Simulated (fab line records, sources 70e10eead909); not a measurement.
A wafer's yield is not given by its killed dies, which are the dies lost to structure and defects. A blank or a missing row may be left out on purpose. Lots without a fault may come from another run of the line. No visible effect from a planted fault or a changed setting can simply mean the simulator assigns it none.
Struck lot and sound lot, side by side ; flow nand harc ; 40 steps out of a route of 1302
Sound: these wafers, L214.2, L214.3, L214.5. Struck: wafers L229.2, L229.4, L229.5. The cause is given at the end.
Each step with rows lists, per side, the tool, then ch with its chambers, then its first start. Under that, the readings that differ: sound wafers ; struck wafers ; difference of the means ; sigmas: that difference in standard deviations of wafers without a fault.
alike: a reading whose means differ by less than 2 such deviations, as well as words and numbers matching on both sides. not compared: withheld readings; readings where some wafer has no value; bounds like >300 that might hide an equal value; numbers whose values overlap and for which the record gives no deviation.
The two part at a step that has a row with sigmas, a row that says differs or no value, or rows on one side only. Numbers that have no deviation but don't overlap get no sigmas and don't part them. A reading missing from all wafers of one side parts the sides only when that side holds two or more wafers.

first, 8 steps without rows for these wafers: NHARC_A_STAIRCASE_HMDS_243 (time 30 s); NHARC_A_STAIRCASE_COAT_244; NHARC_A_STAIRCASE_SOFTBAKE_245 (time 170 s); NHARC_A_STAIRCASE_EBR_246; NHARC_A_STAIRCASE_EXPOSE_247 (exposes mask SDS 1); NHARC_A_STAIRCASE_PEB_248 (peb time 130 s); NHARC_A_STAIRCASE_DEVELOP_249 (time 140 s); NHARC_A_STAIRCASE_HARDBAKE_251 (time 140 s).
NHARC_A_STAIRCASE_DESCUM_252: chemistry O2, time 3 s.
  sound on rie diel-05 ch 0,3, day 17 04:53; struck on rie diel-04 ch 0,1, day 23 17:07
  alike: chamber pressure mTorr, drypump motor current A, oes product au, rf vpp V, showerhead plenum p Torr, throttle valve pct
  not compared: rf hours counter h
then, 2 steps without rows for these wafers: NHARC_A_STAIRCASE_ETCH_253 (etches the open film in C4F8/O2, target depth 50 nm, time 20.2 s); NHARC_A_STAIRCASE_STRIP_254 (strips in O2).
NHARC_A_STAIRCASE_STRIP_255: strips in SPM, time 900 s.
  sound on wet bench-01 ch 1,5,7, day 17 05:25; struck on wet bench-04 ch 2,3,5, day 23 17:38
then, 3 steps without rows for these wafers: NHARC_A_STAIRCASE_PRECLEAN_256 (cleans in SC1); NHARC_A_STAIRCASE_SRD_257; NHARC_A_STAIRCASE_HM_DEP_456 (deposits aC, target thk 3100 nm).
NHARC_A_STAIRCASE_DEP_259: deposits SiON, target thk 30 nm.
  sound on pecvd-04 ch 0,1, day 17 07:41; struck on pecvd-01 ch 0,1,2, day 23 19:59
  alike: heater power w
then, 11 steps without rows for these wafers: NHARC_A_STAIRCASE_DEHYDRATE_260 (time 120 s); NHARC_A_STAIRCASE_HMDS_261 (time 30 s); NHARC_A_STAIRCASE_COAT_262; NHARC_A_STAIRCASE_SOFTBAKE_263 (time 170 s); NHARC_A_STAIRCASE_EBR_264; NHARC_A_STAIRCASE_EXPOSE_265 (exposes mask CHOP 200); NHARC_A_STAIRCASE_PEB_266 (peb time 130 s); NHARC_A_STAIRCASE_DEVELOP_267 (time 140 s); NHARC_A_STAIRCASE_HARDBAKE_269 (time 140 s); NHARC_A_STAIRCASE_DESCUM_270 (chemistry O2, time 3 s); NHARC_A_STAIRCASE_ETCH_271 (etches the open film in CF4/CHF3).
NHARC_A_STAIRCASE_HM_OPEN_457: chemistry O2/COS.
  sound: rie diel-05 ch 1,3; struck: rie diel-04 ch 0,2,3
  alike: chamber pressure mTorr, drypump motor current A, oes product au, rf vpp V, showerhead plenum p Torr, throttle valve pct
  not compared: rf hours counter h
then, 2 steps without rows for these wafers: NHARC_A_STAIRCASE_STRIP_458 (strips in O2/COS); NHARC_A_STAIRCASE_ETCH_451 (etches the open film in CF4/O2, target depth 30 nm, overetch 3 nm, time 16.5 s).
NHARC_A_STAIRCASE_ETCH_273: etches the open film in C4F8/O2/Ar, target depth 10200 nm, time 2468.6 s.
  sound: rie diel-05 ch 1,2,3; struck: rie diel-04 ch 0,1
  alike: chamber pressure mTorr, oes product au, rf vpp V
  not compared: rf hours counter h
then, 5 steps without rows for these wafers: NHARC_A_STAIRCASE_STRIP_274 (strips in O2); NHARC_A_STAIRCASE_STRIP_275 (strips in SPM, time 900 s); NHARC_A_STAIRCASE_PRECLEAN_276 (cleans in SC1); NHARC_A_STAIRCASE_SRD_277; NHARC_A_STAIRCASE_HM_DEP_459 (deposits aC, target thk 1500 nm).
NHARC_A_STAIRCASE_DEP_280: deposits SiON, target thk 30 nm.
  sound on pecvd-01 ch 0,2, day 17 14:41; struck on pecvd-04 ch 0,1, day 24 02:49
  alike: heater power w
then, 2 steps without rows for these wafers: NHARC_A_STAIRCASE_DEHYDRATE_281 (time 120 s); NHARC_A_STAIRCASE_HMDS_282 (time 30 s).
-- jump in the record: it breaks off in module A_STAIRCASE and resumes in module END (first step shown: number 1302 of the route), and 8 days separate the struck wafers' starts before and after --
NHARC_END_SORT_01:
  only the struck wafers appear in the record here, on prober-01 ch 0 at day 32 02:02; the sound ones have no rows

== WHERE THEY PART ==
Within this record, at NHARC_END_SORT_01 only.

WHY: what the simulator had put in
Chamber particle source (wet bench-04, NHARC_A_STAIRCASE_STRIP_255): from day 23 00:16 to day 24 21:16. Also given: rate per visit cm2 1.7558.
